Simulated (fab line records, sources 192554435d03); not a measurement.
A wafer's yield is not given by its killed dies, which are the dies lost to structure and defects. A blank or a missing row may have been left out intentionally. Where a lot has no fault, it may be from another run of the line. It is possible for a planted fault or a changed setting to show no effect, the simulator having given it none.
fab line records | flow n5Finfet
record: lots: 24 wafers: 72 lastDay: 18
route steps=1938 shown ZERO_LAYER@13 WELL_APT@44 PMOS_HMC_CHANNEL_EPI@70 FIN_SAQP@96
lots untouched by any fault: they come from a run of this same line in which no faults occurred
startH: hours from the record's first day to the start of the lot's first wafer shown | waitH: how many hours have passed since the lot's step before this one | " as in the row above | L1.1+2: a row that stands for several wafers | - no value, or no start given | * or withheld: withheld | < > ~ a bound
route shown NAME@n: NAME is a module with steps in the file, n the number in the route of the first one | usual: mean/standard deviation taken from wafers without a fault | same: alike in all rows | chamber/n: place in a boat | sites: each site's reading | _std_site: the values' standard deviation | _edge_site: inner sites' mean taken away from outer sites' mean | radiusMm: how far each site lies from the wafer's centre | mask NAME#n: copy n | behind: tool/chamber where the wafer was last shaped | hold: reason for holding the lot/hours on hold/outcome of the hold | device: whichever transistor did not switch (one of n, p or np) | end of line: the tests these same wafers got at the end of their route | a step without rows: its recipe alone | killed: count of dies lost to structure and defects at first sort (not the wafer's yield) | map: shows each die of a wafer: x if killed, . if not, _ if none is there
set.NAME: setting as actually run; set.NAME@STEP: the setting as run at that earlier step | model.NAME: the simulator's own value behind a step, which no gauge read
the route's steps for a sample of lots (tables are steps, rows are wafers)
services: when a tool's chamber went out of use (startH, in hours from the record's first day, below 0 if earlier), for how many hours, and the reason
== steps ==
step: N5_ZERO_LAYER_CD_MEAS_11
recipe: targetCdNm: 2000 landingEnergyEv: 500 detector: seInlens
usual: cdNm: 2000.2/1.7
columns lot.wafer tool chamber startH waitH cdNm
L074.1 cdSem-02 0 12.73 - 2000.8
L074.2 " 0 " " 2000.8
L074.5 " 0 " " 2001.8
L075.1 cdSem-03 0 18.64 - 2001.9
L075.2 " 0 " " 2002.6
L075.3 " 0 " " 2000.4
L076.3 cdSem-01 0 24.77 - 1997.1
L076.4 " 0 " " 1999.9
L076.6 " 0 " " 1999.5
L077.4 cdSem-02 0 30.77 - 2002.0
L077.5 " 0 " " 2001.2
L077.6 " 0 " " 1999.4
L078.4 cdSem-03 0 36.65 - 1997.9
L078.5 " 0 " " 1995.5
L078.6 " 0 " " 2000.3
L079.2 cdSem-01 0 42.90 - 1998.3
L079.4 " 0 " " 2000.3
L079.6 " 0 " " 1999.1
L080.1 cdSem-03 0 48.68 - 2000.7
L080.4 " 0 " " 1999.3
L080.5 " 0 " " 2000.3
L081.3 cdSem-01 0 54.67 - 1996.6
L081.5 " 0 " " 1995.8
L081.6 " 0 " " 1996.2
L082.1 cdSem-01 0 60.66 - 2000.4
L082.3 " 0 " " 1999.0
L082.5 " 0 " " 2000.0
L083.2 cdSem-02 0 66.64 - 1999.8
L083.5 " 0 " " 2000.7
L083.6 " 0 " " 1999.1
L084.1 cdSem-02 0 72.64 - 2000.6
L084.3 " 0 " " 1999.9
L084.6 " 0 " " 2000.9
L085.1 cdSem-01 0 78.64 - 2001.5
L085.2 " 0 " " 1999.5
L085.3 " 0 " " 2000.3
L086.3 cdSem-01 0 84.65 - 1997.8
L086.4 " 0 " " 1999.6
L086.5 " 0 " " 2000.4
L087.2 cdSem-03 0 90.65 - 2002.2
L087.3 " 0 " " 2003.1
L087.6 " 0 " " 2000.7
L088.2 cdSem-02 0 96.64 - 2000.0
L088.4 " 0 " " 1999.6
L088.6 " 0 " " 2002.5
L089.2 cdSem-02 0 102.64 - 2002.5
L089.3 " 0 " " 2001.6
L089.6 " 0 " " 2003.1
L090.1 cdSem-01 0 108.64 - 1998.4
L090.2 " 0 " " 1999.8
L090.6 " 0 " " 2001.3
L091.1 cdSem-01 0 114.64 - 2001.4
L091.4 " 0 " " 2000.2
L091.6 " 0 " " 1996.3
L092.3 cdSem-02 0 120.64 - 2002.5
L092.4 " 0 " " 2002.3
L092.6 " 0 " " 2002.4
L093.1 cdSem-02 0 126.64 - 1999.9
L093.3 " 0 " " 2000.1
L093.4 " 0 " " 2000.4
L094.1 cdSem-02 0 135.58 - 2004.2
L094.5 " 0 " " 2002.7
L094.6 " 0 " " 2002.2
L095.2 cdSem-02 0 138.65 - 1999.8
L095.5 " 0 " " 2000.8
L095.6 " 0 " " 1996.9
L096.1 cdSem-02 0 144.64 - 1999.3
L096.2 " 0 " " 1997.2
L096.3 " 0 " " 2000.6
L097.1 cdSem-02 0 150.73 - 2002.5
L097.2 " 0 " " 2000.9
L097.4 " 0 " " 2001.4
step: N5_WELL_APT_OVL_MEAS_26
recipe: pointsPerWafer: 44
usual: PWELL_OVL: 1/6.7
columns lot.wafer tool chamber startH waitH PWELL_OVL[nm]
L074.1 overlay-01 0 14.80 0.0 -9
L074.2 " 0 " " -11
L074.5 " 0 " " -9
L075.1 overlay-01 0 21.27 0.0 -12
L075.2 " 0 " " -14
L075.3 " 0 " " -5
L076.3 overlay-02 0 26.96 0.0 5
L076.4 " 0 " " 8
L076.6 " 0 " " -1
L077.4 overlay-02 0 32.99 0.0 -8
L077.5 " 0 " " 1
L077.6 " 0 " " -9
L078.4 overlay-02 0 38.73 0.0 1
L078.5 " 0 " " 8
L078.6 " 0 " " -1
L079.2 overlay-01 0 45.62 0.0 -4
L079.4 " 0 " " -5
L079.6 " 0 " " -2
L080.1 overlay-02 0 50.82 0.0 6
L080.4 " 0 " " -4
L080.5 " 0 " " 12
L081.3 overlay-02 0 56.99 0.0 -1
L081.5 " 0 " " 6
L081.6 " 0 " " 9
L082.1 overlay-02 0 63.75 0.0 2
L082.3 " 0 " " -1
L082.5 " 0 " " 0
L083.2 overlay-01 0 70.47 0.0 10
L083.5 " 0 " " -1
L083.6 " 0 " " 10
L084.1 overlay-01 0 74.78 0.0 3
L084.3 " 0 " " 5
L084.6 " 0 " " 2
L085.1 overlay-01 0 80.76 0.0 -3
L085.2 " 0 " " 7
L085.3 " 0 " " -1
L086.3 overlay-02 0 86.75 0.0 8
L086.4 " 0 " " 1
L086.5 " 0 " " 2
L087.2 overlay-01 0 93.83 0.0 -2
L087.3 " 0 " " 0
L087.6 " 0 " " -7
L088.2 overlay-01 0 99.28 0.0 -7
L088.4 " 0 " " -1
L088.6 " 0 " " -4
L089.2 overlay-02 0 104.95 0.0 4
L089.3 " 0 " " -5
L089.6 " 0 " " 4
L090.1 overlay-02 0 110.94 0.0 17
L090.2 " 0 " " -3
L090.6 " 0 " " -4
L091.1 overlay-01 0 116.71 0.0 -5
L091.4 " 0 " " 8
L091.6 " 0 " " 9
L092.3 overlay-01 0 122.87 0.0 2
L092.4 " 0 " " -5
L092.6 " 0 " " -3
L093.1 overlay-02 0 129.02 0.0 -6
L093.3 " 0 " " -4
L093.4 " 0 " " -6
L094.1 overlay-02 0 137.70 0.0 6
L094.5 " 0 " " 3
L094.6 " 0 " " 2
L095.2 overlay-01 0 140.74 0.0 -3
L095.5 " 0 " " 2
L095.6 " 0 " " 4
L096.1 overlay-02 0 146.71 0.0 -2
L096.2 " 0 " " 10
L096.3 " 0 " " -1
L097.1 overlay-01 0 152.87 0.0 -4
L097.2 " 0 " " 12
L097.4 " 0 " " 14
step: N5_PMOS_HMC_CHANNEL_EPI_HM_OPEN_15
recipe: chemistry: CHF3/O2 target: SiO2 maskMaterial: CAR-ArF-block targetDepthA: 406 CHF3_flow_sccm: 50 O2_flow_sccm: 5 Ar_flow_sccm: 200 timeS: 20.3 pressureMtorr: 30 sourceW: 650 biasW: 170 ionEnergyEv: 200
usual: drypumpMotorCurrentA: 5.8/0.34 oes_ar_750_au: 0.77/0.083 oesProductAu: 0.77/0.088 rfVppV: 525/6.4 showerheadPlenumPTorr: 2.43/0.056 throttleValvePct: 18.95/0.28
columns lot.wafer tool chamber startH waitH drypumpMotorCurrentA oes_ar_750_au oesProductAu rfHoursCounterH rfVppV showerheadPlenumPTorr throttleValvePct
L074.1 rieDiel-04 2 17.16 0.0 5.7 0.88 0.86 51 518 2.35 18.79
L074.2 " 1 " " 5.5 0.73 0.72 168 519 2.50 18.91
L074.5 " 0 " " 6.3 0.70 0.69 - 524 2.39 19.28
L075.1 rieDiel-04 1 23.98 0.0 5.5 0.73 0.72 170 519 2.50 18.91
L075.2 " 2 " " 5.6 0.87 0.88 52 517 2.35 18.77
L075.3 " 0 " " 6.3 0.69 0.70 206 524 2.39 19.30
L076.3 rieDiel-04 0 29.28 0.0 6.3 0.69 0.68 208 524 2.39 19.30
L076.4 " 2 " " 5.6 0.87 0.87 55 519 2.35 18.80
L076.6 " 2 " " 5.6 0.87 0.87 - 517 2.35 18.79
L077.4 rieDiel-04 1 35.40 0.0 5.5 0.73 0.72 174 519 2.50 18.92
L077.5 " 3 " " 5.4 0.83 0.84 - 527 2.44 18.80
L077.6 " 0 " " 6.3 0.69 0.69 - 522 2.39 19.30
L078.4 rieDiel-06 0 41.24 0.0 5.8 0.74 0.72 184 532 2.49 18.85
L078.5 " 1 " " 5.9 0.72 0.72 - 533 2.40 19.36
L078.6 " 0 " " 5.7 0.72 0.73 - 531 2.49 18.85
L079.2 rieDiel-04 3 48.39 0.0 5.4 0.83 0.82 77 528 2.44 18.79
L079.4 " 0 " " 6.3 0.69 0.69 214 524 2.38 19.31
L079.6 " 0 " " 6.3 0.69 0.68 - 522 2.38 19.30
L080.1 rieDiel-06 0 53.55 0.0 5.7 0.72 0.72 188 531 2.49 18.86
L080.4 " 2 " " 5.2 0.88 0.89 39 533 2.44 18.99
L080.5 " 1 " " 5.9 0.72 0.73 - 535 2.40 19.38
L081.3 rieDiel-06 0 59.59 0.0 5.7 0.72 0.73 189 531 2.49 18.87
L081.5 " 3 " " 5.8 0.68 0.67 - 517 2.47 18.80
L081.6 " 2 " " 5.2 0.86 0.89 - 533 2.44 19.02
L082.1 rieDiel-03 2 66.14 0.0 6.3 0.70 0.69 240 515 2.37 18.96
L082.3 " 0 " " 5.6 0.95 0.97 12 519 2.37 18.27
L082.5 " 0 " " 5.6 0.95 0.96 - 519 2.37 18.29
L083.2 rieDiel-06 1 73.78 0.0 5.9 0.72 0.72 194 536 2.39 19.38
L083.5 " 0 " " 5.7 0.72 0.72 - 532 2.49 18.86
L083.6 " 3 " " 5.8 0.68 0.67 - 517 2.47 18.80
L084.1 rieDiel-04 3 77.27 0.0 5.4 0.83 0.82 85 529 2.44 18.80
L084.3 " 0 " " 6.3 0.68 0.68 220 523 2.38 19.32
L084.6 " 0 " " 6.3 0.68 0.68 - 522 2.38 19.32
L085.1 rieDiel-04 1 83.33 0.0 5.6 0.71 0.71 186 518 2.50 18.94
L085.2 " 0 " " 6.3 0.68 0.68 222 523 2.38 19.32
L085.3 " 2 " " 5.6 0.85 0.86 70 518 2.34 18.82
L086.3 rieDiel-06 1 89.93 0.0 5.9 0.72 0.72 199 533 2.39 19.37
L086.4 " 0 " " 5.8 0.72 0.71 197 531 2.48 18.87
L086.5 " 1 " " 5.9 0.71 0.72 - 535 2.39 19.38
L087.2 rieDiel-06 3 96.13 0.0 5.8 0.67 0.66 246 518 2.47 18.81
L087.3 " 1 " " 5.9 0.72 0.72 200 534 2.39 19.38
L087.6 " 3 " " 5.8 0.67 0.65 - 516 2.47 18.82
L088.2 rieDiel-03 2 101.98 0.0 6.3 0.70 0.68 250 516 2.37 18.97
L088.4 " 1 " " 6.1 0.77 0.77 143 529 2.52 19.27
L088.6 " 1 " " 6.1 0.77 0.78 - 530 2.52 19.27
L089.2 rieDiel-06 2 107.74 0.0 5.2 0.85 0.86 55 533 2.44 19.02
L089.3 " 0 " " 5.8 0.72 0.70 203 531 2.48 18.88
L089.6 " 2 " " 5.2 0.85 0.86 - 533 2.44 19.02
L090.1 rieDiel-03 3 113.20 0.0 6.3 0.78 0.78 136 521 2.52 18.85
L090.2 " 1 " " 6.1 0.77 0.76 147 530 2.51 19.28
L090.6 " 0 " " 5.6 0.92 0.93 - 520 2.36 18.31
L091.1 rieDiel-04 0 119.34 0.0 6.3 0.68 0.68 234 524 2.38 19.35
L091.4 " 1 " " 5.6 0.71 0.69 199 519 2.49 18.96
L091.6 " 0 " " 6.3 0.68 0.67 - 522 2.38 19.34
L092.3 rieDiel-04 2 125.22 0.0 5.6 0.84 0.84 83 516 2.34 18.84
L092.4 " 1 " " 5.6 0.70 0.70 201 519 2.49 18.97
L092.6 " 0 " " 6.3 0.68 0.67 - 524 2.38 19.34
L093.1 rieDiel-06 3 132.45 0.0 5.8 0.67 0.66 257 517 2.46 18.83
L093.3 " 2 " " 5.2 0.84 0.85 64 532 2.43 19.05
L093.4 " 3 " " 5.8 0.67 0.66 - 518 2.46 18.85
L094.1 rieDiel-03 2 140.03 0.0 6.3 0.96 0.98 4 514 2.37 18.59
L094.5 " 3 " " 6.3 0.77 0.77 - 521 2.51 18.82
L094.6 " 2 " " 6.3 0.96 0.96 - 516 2.37 18.58
L095.2 rieDiel-03 0 142.94 0.0 5.6 0.90 0.91 36 519 2.36 18.33
L095.5 " 2 " " 6.3 0.96 0.97 - 515 2.37 18.57
L095.6 " 3 " " 6.3 0.76 0.77 - 521 2.51 18.85
L096.1 rieDiel-04 2 149.85 0.0 5.6 0.84 0.83 91 516 2.34 18.85
L096.2 " 0 " " 6.3 0.67 0.66 243 524 2.37 19.36
L096.3 " 3 " " 5.4 0.80 0.80 106 526 2.43 18.85
L097.1 rieDiel-06 2 155.41 0.0 5.2 0.82 0.83 71 533 2.43 19.06
L097.2 " 1 " " 5.9 0.71 0.71 210 535 2.39 19.40
L097.4 " 2 " " 5.2 0.83 0.83 - 532 2.43 19.04
step: N5_FIN_SAQP_HM_DEP_03
recipe: material: SiNx targetThkA: 380 tempC: 400 precursor: SiH4/NH3/N2 pressureTorr: 1.5 rfW: 300 timeS: 33.6
usual: heaterPowerW: 797/90 showerheadPlenumPTorr: 5.13/0.057 throttleValvePct: 40.0/2.1
columns lot.wafer tool chamber startH waitH heaterPowerW showerheadPlenumPTorr throttleValvePct
L074.1 pecvd-04 2 21.01 0.2 855 5.20 36.6
L074.2 " 1 " " 714 5.19 38.4
L074.5 " 1 " " 729 5.17 38.3
L075.1 pecvd-01 0 27.71 0.2 885 5.11 42.8
L075.2 " 1 " " 726 5.06 38.9
L075.3 " 2 " " 709 5.18 38.4
L076.3 pecvd-01 0 33.02 0.1 791 5.10 43.0
L076.4 " 1 " " 627 5.05 38.9
L076.6 " 0 " " 781 5.09 42.9
L077.4 pecvd-04 0 39.45 0.1 908 5.12 43.4
L077.5 " 2 " " 828 5.20 36.8
L077.6 " 1 " " 671 5.17 38.0
L078.4 pecvd-01 2 44.95 0.1 781 5.19 38.3
L078.5 " 0 " " 789 5.09 42.8
L078.6 " 1 " " 661 5.05 39.0
L079.2 pecvd-02 1 53.33 0.2 911 5.14 40.8
L079.4 " 1 " " 910 5.14 40.7
L079.6 " 2 " " 881 5.01 40.5
L080.1 pecvd-02 2 57.34 0.2 879 5.00 40.5
L080.4 " 0 " " 668 5.14 39.5
L080.5 " 1 " " 894 5.15 40.7
L081.3 pecvd-04 0 64.95 0.1 919 5.12 43.5
L081.5 " 1 " " 722 5.18 38.4
L081.6 " 0 " " 904 5.12 43.5
L082.1 pecvd-02 2 69.59 0.2 848 5.02 40.7
L082.3 " 1 " " 873 5.14 40.6
L082.5 " 2 " " 859 5.02 40.4
L083.2 pecvd-02 0 77.31 0.2 743 5.13 39.5
L083.5 " 0 " " 737 5.13 39.7
L083.6 " 1 " " 922 5.15 40.9
L084.1 pecvd-01 2 80.98 0.2 770 5.18 38.2
L084.3 " 0 " " 730 5.10 42.8
L084.6 " 0 " " 728 5.11 43.0
L085.1 pecvd-02 1 86.59 0.2 872 5.15 40.9
L085.2 " 2 " " 964 5.01 40.5
L085.3 " 0 " " 748 5.12 39.9
L086.3 pecvd-04 0 95.42 0.1 843 5.12 43.6
L086.4 " 0 " " 856 5.13 43.4
L086.5 " 2 " " 805 5.18 37.1
L087.2 pecvd-04 1 100.73 0.2 744 5.17 38.1
L087.3 " 0 " " 923 5.13 43.6
L087.6 " 1 " " 747 5.17 38.3
L088.2 pecvd-02 0 105.18 0.2 730 5.14 39.9
L088.4 " 1 " " 850 5.14 41.1
L088.6 " 0 " " 731 5.13 39.8
L089.2 pecvd-02 1 111.03 0.2 890 5.15 40.7
L089.3 " 0 " " 717 5.12 39.7
L089.6 " 2 " " 889 5.01 40.8
L090.1 pecvd-04 2 116.44 0.2 775 5.18 36.7
L090.2 " 0 " " 882 5.13 43.2
L090.6 " 1 " " 736 5.17 38.3
L091.1 pecvd-04 2 122.66 0.2 738 5.19 36.9
L091.4 " 1 " " 708 5.18 38.3
L091.6 " 0 " " 928 5.13 43.5
L092.3 pecvd-01 0 128.94 0.1 823 5.10 43.3
L092.4 " 2 " " 754 5.18 38.5
L092.6 " 1 " " 725 5.05 39.0
L093.1 pecvd-04 0 135.65 0.2 864 5.14 43.8
L093.3 " 2 " " 795 5.18 37.1
L093.4 " 2 " " 803 5.18 36.9
L094.1 pecvd-02 0 143.23 0.2 737 5.12 39.8
L094.5 " 1 " " 949 5.14 41.0
L094.6 " 0 " " 752 5.13 39.9
L095.2 pecvd-01 0 147.00 0.2 825 5.10 43.3
L095.5 " 1 " " 665 5.05 38.9
L095.6 " 0 " " 819 5.09 43.3
L096.1 pecvd-02 2 153.05 0.2 955 5.03 40.5
L096.2 " 0 " " 702 5.13 39.9
L096.3 " 1 " " 941 5.15 40.8
L097.1 pecvd-04 1 159.23 0.2 712 5.17 38.4
L097.2 " 2 " " 821 5.19 37.4
L097.4 " 0 " " 895 5.12 43.6
step: N5_FIN_SAQP_PECVD_48
recipe: material: SiNx targetThkA: 250 tempC: 400 precursor: SiH4/NH3/N2 pressureTorr: 1.5 rfW: 300 timeS: 22.1
usual: heaterPowerW: 782/81 showerheadPlenumPTorr: 5.13/0.055 throttleValvePct: 40.0/2.2
columns lot.wafer tool chamber startH waitH heaterPowerW showerheadPlenumPTorr throttleValvePct
L074.1 pecvd-01 1 21.18 0.0 735 5.05 38.6
L074.2 " 0 " " 842 5.09 42.7
L074.5 " 1 " " 740 5.05 38.9
L075.1 pecvd-04 2 27.87 0.0 735 5.18 36.3
L075.2 " 1 " " 647 5.19 38.2
L075.3 " 0 " " 781 5.13 43.4
L076.3 pecvd-04 2 33.18 0.0 867 5.18 36.5
L076.4 " 2 " " 844 5.17 36.9
L076.6 " 0 " " 767 5.14 43.6
L077.4 pecvd-01 2 39.61 0.0 761 5.18 38.2
L077.5 " 0 " " 890 5.11 42.7
L077.6 " 1 " " 765 5.04 38.9
L078.4 pecvd-04 2 45.11 0.0 826 5.18 36.6
L078.5 " 1 " " 622 5.18 38.2
L078.6 " 0 " " 795 5.14 43.4
L079.2 pecvd-04 1 53.52 0.0 710 5.18 38.1
L079.4 " 1 " " 682 5.19 38.1
L079.6 " 0 " " 790 5.14 43.3
L080.1 pecvd-02 2 57.50 0.0 934 5.01 40.6
L080.4 " 2 " " 920 5.02 40.4
L080.5 " 1 " " 929 5.15 40.9
L081.3 pecvd-01 1 65.11 0.0 766 5.05 38.6
L081.5 " 1 " " 743 5.05 38.8
L081.6 " 2 " " 734 5.19 38.3
L082.1 pecvd-01 2 69.75 0.0 751 5.18 38.6
L082.3 " 0 " " 767 5.08 42.7
L082.5 " 0 " " 767 5.11 42.8
L083.2 pecvd-01 0 77.47 0.0 843 5.09 43.0
L083.5 " 1 " " 734 5.06 38.7
L083.6 " 2 " " 786 5.19 38.2
L084.1 pecvd-01 2 81.14 0.0 812 5.20 38.5
L084.3 " 1 " " 699 5.05 39.0
L084.6 " 0 " " 866 5.08 43.0
L085.1 pecvd-04 0 86.76 0.0 779 5.13 43.4
L085.2 " 2 " " 841 5.17 37.1
L085.3 " 1 " " 718 5.18 38.1
L086.3 pecvd-02 2 95.59 0.0 833 5.02 40.7
L086.4 " 0 " " 658 5.13 39.6
L086.5 " 1 " " 853 5.13 41.1
L087.2 pecvd-01 2 100.90 0.0 714 5.19 38.4
L087.3 " 0 " " 841 5.09 43.2
L087.6 " 0 " " 815 5.10 42.8
L088.2 pecvd-04 0 105.35 0.0 915 5.14 43.4
L088.4 " 0 " " 902 5.14 43.5
L088.6 " 2 " " 738 5.17 37.2
L089.2 pecvd-01 1 111.19 0.0 736 5.06 39.1
L089.3 " 0 " " 877 5.11 43.4
L089.6 " 1 " " 729 5.05 38.9
L090.1 pecvd-01 1 116.61 0.0 732 5.06 38.8
L090.2 " 0 " " 833 5.10 43.0
L090.6 " 1 " " 717 5.05 38.9
L091.1 pecvd-02 1 122.82 0.0 821 5.15 40.6
L091.4 " 1 " " 842 5.14 40.9
L091.6 " 2 " " 960 5.01 40.3
L092.3 pecvd-02 2 129.11 0.0 794 5.01 40.2
L092.4 " 0 " " 638 5.11 39.8
L092.6 " 2 " " 810 5.01 40.6
L093.1 pecvd-01 2 135.82 0.0 671 5.19 38.6
L093.3 " 1 " " 657 5.05 38.9
L093.4 " 1 " " 641 5.06 38.9
L094.1 pecvd-04 1 143.40 0.0 719 5.18 38.1
L094.5 " 1 " " 726 5.17 38.3
L094.6 " 0 " " 833 5.12 43.4
L095.2 pecvd-04 0 147.16 0.0 930 5.14 43.4
L095.5 " 2 " " 891 5.19 36.8
L095.6 " 1 " " 681 5.17 38.1
L096.1 pecvd-04 0 153.21 0.0 876 5.12 43.4
L096.2 " 1 " " 733 5.18 38.1
L096.3 " 2 " " 785 5.19 37.2
L097.1 pecvd-02 2 159.40 0.0 881 5.01 40.5
L097.2 " 0 " " 759 5.12 40.3
L097.4 " 2 " " 873 5.02 40.7
step: N5_FIN_SAQP_STRIP_70
recipe: chemistry: N2/H2 powerW: 500 tempC: 40 pressureMtorr: 50 rfFrequencyHz: 6e+07 overashFraction: 0.3 biasPowerW: 28 h2Frac: 0.5 n2FlowSccm: 300 h2FlowSccm: 300
usual: drypumpMotorCurrentA: 5.6/0.46 oesProductAu: 0.74/0.055 rfVppV: 121.6/0.84 showerheadPlenumPTorr: 3.32/0.045 throttleValvePct: 18.91/0.25
columns lot.wafer tool chamber startH waitH drypumpMotorCurrentA oesProductAu rfHoursCounterH rfVppV showerheadPlenumPTorr throttleValvePct
L074.1 rieDiel-05 0 24.89 0.0 5.1 0.72 182 122.1 3.35 18.80
L074.2 " 2 " " 5.2 0.77 116 121.9 3.25 18.92
L074.5 " 2 " " 5.2 0.77 - 121.2 3.25 18.91
L075.1 rieDiel-02 3 31.50 0.0 6.1 0.81 72 122.4 3.40 18.64
L075.2 " 2 " " 6.0 0.77 125 122.5 3.38 19.24
L075.3 " 1 " " 6.1 0.76 116 121.5 3.39 18.68
L076.3 rieDiel-05 0 36.60 0.0 5.1 0.72 185 122.1 3.35 18.79
L076.4 " 2 " " 5.1 0.77 - 120.1 3.25 18.91
L076.6 " 3 " " 5.7 0.75 - 120.9 3.34 19.08
L077.4 rieDiel-05 3 43.41 0.0 5.8 0.75 163 122.3 3.34 19.09
L077.5 " 3 " " 5.7 0.74 - 122.0 3.34 19.10
L077.6 " 0 " " 5.1 0.71 - 120.2 3.35 18.79
L078.4 rieDiel-02 2 49.60 0.0 5.9 0.77 132 122.0 3.37 19.26
L078.5 " 3 " " 6.1 0.81 - 120.8 3.40 18.65
L078.6 " 2 " " 5.9 0.77 - 120.9 3.37 19.26
L079.2 rieDiel-01 3 57.25 0.0 4.8 0.77 147 123.0 3.36 19.27
L079.4 " 1 " " 5.7 0.72 - 121.8 3.33 19.08
L079.6 " 3 " " 4.8 0.77 - 121.3 3.36 19.29
L080.1 rieDiel-01 3 61.72 0.0 4.8 0.77 148 122.6 3.36 19.30
L080.4 " 2 " " 5.7 0.70 220 121.6 3.32 18.99
L080.5 " 1 " " 5.8 0.71 - 121.5 3.33 19.09
L081.3 rieDiel-05 0 69.37 0.0 5.1 0.71 197 122.0 3.34 18.81
L081.5 " 1 " " 6.0 0.73 - 120.2 3.31 18.71
L081.6 " 0 " " 5.1 0.70 - 121.9 3.34 18.79
L082.1 rieDiel-01 2 75.28 0.0 5.7 0.70 225 121.3 3.32 19.01
L082.3 " 1 " " 5.8 0.71 208 121.6 3.33 19.08
L082.5 " 0 " " 6.5 0.96 - 120.7 3.31 18.27
L083.2 rieDiel-05 2 81.39 0.0 5.2 0.75 137 121.4 3.24 18.95
L083.5 " 2 " " 5.1 0.75 - 121.9 3.24 18.94
L083.6 " 3 " " 5.7 0.73 - 121.7 3.33 19.12
L084.1 rieDiel-02 1 85.19 0.0 6.1 0.75 131 121.3 3.38 18.68
L084.3 " 3 " " 6.1 0.80 85 121.3 3.40 18.66
L084.6 " 3 " " 6.0 0.80 - 123.4 3.40 18.66
L085.1 rieDiel-05 2 91.84 0.0 5.1 0.74 141 120.3 3.24 18.93
L085.2 " 0 " " 5.1 0.71 206 121.4 3.34 18.81
L085.3 " 1 " " 6.0 0.72 223 121.0 3.31 18.73
L086.3 rieDiel-05 3 103.39 0.0 5.7 0.72 186 122.1 3.33 19.13
L086.4 " 1 " " 6.0 0.72 228 121.7 3.30 18.74
L086.5 " 3 " " 5.8 0.73 - 121.6 3.33 19.13
L087.2 rieDiel-01 0 104.64 0.0 6.5 0.91 20 121.4 3.31 18.30
L087.3 " 2 " " 5.7 0.68 238 122.6 3.31 19.01
L087.6 " 0 " " 6.5 0.92 - 120.8 3.31 18.30
L088.2 rieDiel-05 3 109.03 0.0 5.8 0.72 188 122.9 3.33 19.14
L088.4 " 2 " " 5.1 0.74 147 122.2 3.23 18.96
L088.6 " 0 " " 5.1 0.69 - 121.7 3.33 18.82
L089.2 rieDiel-01 3 114.89 0.0 4.8 0.76 171 122.1 3.35 19.32
L089.3 " 2 " " 5.7 0.68 241 121.8 3.31 19.04
L089.6 " 1 " " 5.7 0.70 - 120.7 3.32 19.10
L090.1 rieDiel-05 3 120.39 0.0 5.8 0.72 192 122.7 3.33 19.14
L090.2 " 0 " " 5.0 0.69 215 122.7 3.33 18.83
L090.6 " 2 " " 5.2 0.74 - 121.1 3.23 18.97
L091.1 rieDiel-05 2 126.54 0.0 5.2 0.75 154 119.0 3.23 18.97
L091.4 " 0 " " 5.1 0.70 217 122.2 3.33 18.84
L091.6 " 2 " " 5.2 0.74 - 120.4 3.23 18.95
L092.3 rieDiel-05 3 133.34 0.0 5.8 0.72 197 121.5 3.33 19.15
L092.4 " 2 " " 5.2 0.73 156 120.8 3.23 18.97
L092.6 " 0 " " 5.1 0.69 - 121.3 3.33 18.84
L093.1 rieDiel-05 2 139.23 0.0 5.2 0.74 159 122.3 3.23 18.98
L093.3 " 0 " " 5.1 0.69 222 120.6 3.33 18.83
L093.4 " 1 " " 6.0 0.71 240 121.3 3.30 18.77
L094.1 rieDiel-05 2 146.88 0.0 5.2 0.73 161 120.3 3.23 19.00
L094.5 " 1 " " 6.0 0.71 - 120.8 3.29 18.74
L094.6 " 2 " " 5.2 0.73 - 120.8 3.23 18.98
L095.2 rieDiel-02 2 151.89 0.0 6.0 0.75 162 123.3 3.36 19.30
L095.5 " 0 " " 5.7 0.79 - 121.5 3.25 18.71
L095.6 " 3 " " 6.1 0.77 - 121.6 3.38 18.69
L096.1 rieDiel-01 3 156.65 0.0 4.8 0.73 187 121.2 3.34 19.35
L096.2 " 0 " " 6.5 0.87 39 122.6 3.30 18.33
L096.3 " 1 " " 5.7 0.68 227 120.7 3.32 19.12
L097.1 rieDiel-05 0 162.98 0.0 5.1 0.69 224 121.6 3.33 18.86
L097.2 " 2 " " 5.2 0.72 167 120.5 3.22 18.99
L097.4 " 3 " " 5.7 0.72 207 120.5 3.32 19.17
== services ==
columns tool chamber startH hours kind
pecvd-04 2 -2.37 5.5 scheduledDown
pecvd-01 2 2.18 4.6 repair
rieDiel-04 3 2.57 1.3 repair
rieDiel-03 1 16.74 2.6 repair
rieDiel-05 - 27.59 0.6 repair
rieDiel-05 1 35.20 6.2 repair
pecvd-04 2 45.59 15.7 repair
rieDiel-01 1 50.00 2.5 repair
rieDiel-02 - 55.82 15.6 pm
rieDiel-05 0 62.35 5.0 repair
pecvd-02 2 64.48 3.8 repair
rieDiel-01 1 88.68 15.3 repair
pecvd-02 - 95.69 5.5 pm
rieDiel-06 1 114.71 23.0 repair
rieDiel-06 3 114.84 4.0 repair
pecvd-02 1 114.91 3.9 repair
pecvd-02 - 115.03 2.8 pm
rieDiel-01 1 126.77 8.7 repair
pecvd-02 - 126.84 1.8 repair
rieDiel-04 1 139.91 2.5 repair
rieDiel-03 1 140.98 6.8 repair
rieDiel-05 0 141.50 9.7 repair
pecvd-01 2 153.56 4.9 repair
pecvd-02 - 153.91 0.3 repair
== key ==
fault none
